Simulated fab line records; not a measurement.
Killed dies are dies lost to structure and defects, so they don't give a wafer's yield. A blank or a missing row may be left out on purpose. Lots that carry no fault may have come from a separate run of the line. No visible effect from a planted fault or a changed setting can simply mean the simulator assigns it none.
Struck lot and sound lot, side by side	flow n5-finfet	41 steps out of a route of 1938
Sound: these wafers, L318.1, L318.4, L318.5. Struck: wafers L315.2, L315.3, L315.4. The cause comes at the end.
Each step with rows lists, per side, the tool, then ch with its chambers, then its first start. Under that, the readings that differ: sound wafers	struck wafers	difference of the means	sigmas: that difference in standard deviations of wafers without a fault.
alike: a reading whose means differ by less than 2 such deviations, as well as words and numbers matching on both sides. not compared: withheld readings; readings where some wafer has no value; bounds like >300 that might hide an equal value; numbers whose values overlap and for which the record gives no deviation.
Wherever a step has rows on one side only, a row that says differs or no value, or a row with sigmas, the two part there. Non-overlapping numbers with no deviation appear without sigmas and do not part them. A reading that every wafer of one side lacks parts them only if that side has two wafers or more.

N5_SD_EPI_P_ETCH_36: etches SiARC in CF4, target depth 45.5 nm, time 75.8 s.
  sound on rie-diel-05 ch 0,1,3, day 5 05:49; struck on rie-diel-05 ch 0,1,2, day 4 13:15
  alike: drypump-motor-current-A, etch-rf-on-time-s, oes-product-au, rf-vpp-V, showerhead-plenum-p-Torr, throttle-valve-pct
  not compared: rf-hours-counter-h
N5_SD_EPI_P_ETCH_37: etches SOC in N2/H2, overetch 108 nm, time 486 s.
  sound on rie-diel-05 ch 0,1,3, day 5 05:53; struck on rie-diel-05 ch 0,1,2, day 4 13:19
  alike: drypump-motor-current-A, oes-product-au, rf-vpp-V, showerhead-plenum-p-Torr, throttle-valve-pct
  not compared: rf-hours-counter-h
then, 3 steps without rows for these wafers: N5_SD_EPI_P_STRIP_38 (strips in N2/H2); N5_SD_EPI_P_ETCHBACK_46 (etches SiNx in CH3F/O2, stops on SiO2, target depth 17.5 nm); N5_SD_EPI_P_ETCH_47 (etches SiOCN in CH3F/O2, target depth 25 nm).
N5_SD_EPI_P_ETCH_16: etches SiO2 in CHF3/O2, target depth 5 nm.
  sound on rie-diel-05 ch 0,1,3, day 5 06:24; struck on rie-diel-05 ch 0,1,2, day 4 13:50
  alike: drypump-motor-current-A, oes-product-au, rf-vpp-V, showerhead-plenum-p-Torr, throttle-valve-pct
  not compared: rf-hours-counter-h
then, 6 steps without rows for these wafers: N5_SD_EPI_P_STRIP_50 (strips in CHF3/O2); N5_SD_EPI_P_SD_RECESS_17 (chemistry HBr/Cl2/O2, target depth 39.1 nm, bt time 3 s); N5_SD_EPI_P_WET_ETCH_45 (etches SiO2 in dHF, time 10.7 s, target depth 2 nm, rinse time 30 s); N5_SD_EPI_P_STRIP_40 (strips in N2/H2); N5_SD_EPI_P_PRECLEAN_52 (cleans in O3/DIW, time 60 s); N5_SD_EPI_P_SRD_20 (time 30 s).
N5_SD_EPI_P_PRECLEAN_51: cleans in NF3:NH3, afs cycles 1, time 20 s, sublimation time 60 s.
  sound on epi-rpcvd-02 ch 0, day 5 06:47; struck on epi-rpcvd-04, day 4 14:16
  no value came back on the struck wafers for afs-cycles, chamber-pressure-Torr (Torr); on the sound wafers afs-cycles reads 1 1 1
reading	sound	struck	difference	sigmas
model.SiNx_of_SD_EPI_N_LINER_46.thk-nm (nm)	2.6 2.6 2.6	3 3 3	+0	
then, 1 step without rows for these wafers: N5_SD_EPI_P_VAPOR_ETCH_44 (etches SiGe30 in NF3/Ar, time 3.3 s).
N5_SD_EPI_P_EPI_21: deposits SiGe:B, time 355 s.
  sound on epi-rpcvd-02 ch 0, day 5 07:08; struck on epi-rpcvd-04 ch 0, day 4 15:11
reading	sound	struck	difference	sigmas
model.SiGe-B_of_SD_EPI_P_EPI_21.thk-nm (nm)	61.8 61.2 61	1.2 0.8 1.6	-60.1	
N5_SD_EPI_P_EPI_MEAS_23:
  sound on film-metro-01 at day 5 09:20; struck on film-metro-01 at day 4 17:37
reading	sound	struck	difference	sigmas
thk-nm (nm)	62.3 62.0 61.4	2.9 1.5 1.7	-59.9	-54
then, 6 steps without rows for these wafers: N5_SD_EPI_P_HM_STRIP_48 (strips SiNx in H3PO4, material SiNx, target depth 3 nm); N5_SD_EPI_P_SRD_49 (time 30 s); N5_SD_EPI_P_PRECLEAN_24 (cleans in O3/DIW, time 45 s); N5_SD_EPI_P_PRECLEAN_32 (cleans in dHF, time 10 s); N5_SD_EPI_P_PRECLEAN_33 (cleans in SC2, time 45 s); N5_SD_EPI_P_SRD_25 (time 30 s).
N5_SD_EPI_P_INSPECT_26: inspects for defects (darkfield).
  sound on defect-inspect-02 at day 5 09:31; struck on defect-inspect-01 at day 4 17:47
  alike: raw-defect-count
N5_SD_ACTIVATION_RTA_00: time 0 s.
  sound on rtp-anneal-02 ch 0, day 5 09:33; struck on rtp-anneal-01 ch 0, day 4 17:50
  alike: lamp-power-pct, lamp_zone_5_pct, wafer_temp_C_max
then, 1 step without rows for these wafers: N5_SD_ACTIVATION_LSA_01 (time 0.0008 s).
N5_SD_ACTIVATION_INSPECT_02: inspects for defects (darkfield).
  sound on defect-inspect-01 at day 5 10:16; struck on defect-inspect-01 at day 4 18:32
  alike: raw-defect-count
then, 3 steps without rows for these wafers: N5_ILD0_LINER_00 (material SiNx, target thk 4 nm, pulse time 1 s, purge time 2 s); N5_ILD0_FCVD_FILL_01 (material SiO2 flowable, target thk 200 nm, time 328.3 s); N5_ILD0_CURE_02 (time 1800 s).
N5_ILD0_CMP_03: polishes, stops on SiNx, t overpolish 1.9 s, target thk 197.38 nm.
  sound on cmp-03 ch 1,2,3, day 5 12:45; struck on cmp-01 ch 0,1,2, day 4 21:18
  alike: motor-current-A, overpolish-run-s, time-to-endpoint-s
N5_ILD0_THK_MEAS_04:
  sound on film-metro-01 at day 5 12:58; struck on film-metro-01 at day 4 21:36
  alike: thk-nm
then, 1 step without rows for these wafers: N5_ILD0_CMP_07 (polishes SiO2 flowable, stops on poly-Si, t overpolish 1.18 s, target thk 138.88 nm).
N5_ILD0_THK_MEAS_08:
  sound on film-metro-02 at day 5 13:17; struck on film-metro-02 at day 4 21:55
  alike: thk-nm
then, 3 steps without rows for these wafers: N5_ILD0_PRECLEAN_10 (cleans in NF3:NH3, afs cycles 5, time 20 s, sublimation time 60 s); N5_ILD0_ALD_15 (deposits SiNx, target thk 24 nm, pulse time 1 s, ald cycles 480); N5_ILD0_CMP_12 (polishes SiNx, stops on poly-Si, t overpolish 6 s, target thk 17.67 nm).
N5_ILD0_THK_MEAS_13:
  sound on film-metro-02 at day 5 16:30; struck on film-metro-02 at day 5 01:47
  alike: thk-nm
N5_ILD0_INSPECT_06: inspects for defects (darkfield).
  sound on defect-inspect-02 at day 5 16:32; struck on defect-inspect-01 at day 5 01:49
  alike: raw-defect-count
then, 2 steps without rows for these wafers: N5_SDB_HM_DEP_00 (deposits SiNx from SiH4/NH3/N2, target thk 40 nm, time 35.3 s); N5_SDB_COAT_03 (time 60 s, resist thk 100 nm).
N5_MOL_CONTACT_COAG_ETCH_110: etches Si in CF4/O2, target depth 2.5 nm, time 8 s.
  sound on rie-diel-02 ch 0,1,3, day 6 15:08; struck on rie-diel-02 ch 0,1,2, day 6 01:01
reading	sound	struck	difference	sigmas
model.SiGe-B_of_SD_EPI_P_EPI_21.thk-nm (nm)	58.8 58.4 58.2	1.2 0.6 1.6	-57.3	
  alike: drypump-motor-current-A, oes-product-au, rf-vpp-V, showerhead-plenum-p-Torr, throttle-valve-pct
  not compared: rf-hours-counter-h

## WHERE THEY PART
First at N5_SD_EPI_P_PRECLEAN_51; last, within this record, at N5_SD_EPI_P_EPI_MEAS_23. Later steps at which nothing parts them and some readings are alike: N5_SD_EPI_P_INSPECT_26, N5_SD_ACTIVATION_RTA_00, N5_SD_ACTIVATION_INSPECT_02, N5_ILD0_CMP_03, N5_ILD0_THK_MEAS_04, N5_ILD0_THK_MEAS_08, N5_ILD0_THK_MEAS_13, N5_ILD0_INSPECT_06, N5_MOL_CONTACT_COAG_ETCH_110.

WHY: what had been put in by the simulator
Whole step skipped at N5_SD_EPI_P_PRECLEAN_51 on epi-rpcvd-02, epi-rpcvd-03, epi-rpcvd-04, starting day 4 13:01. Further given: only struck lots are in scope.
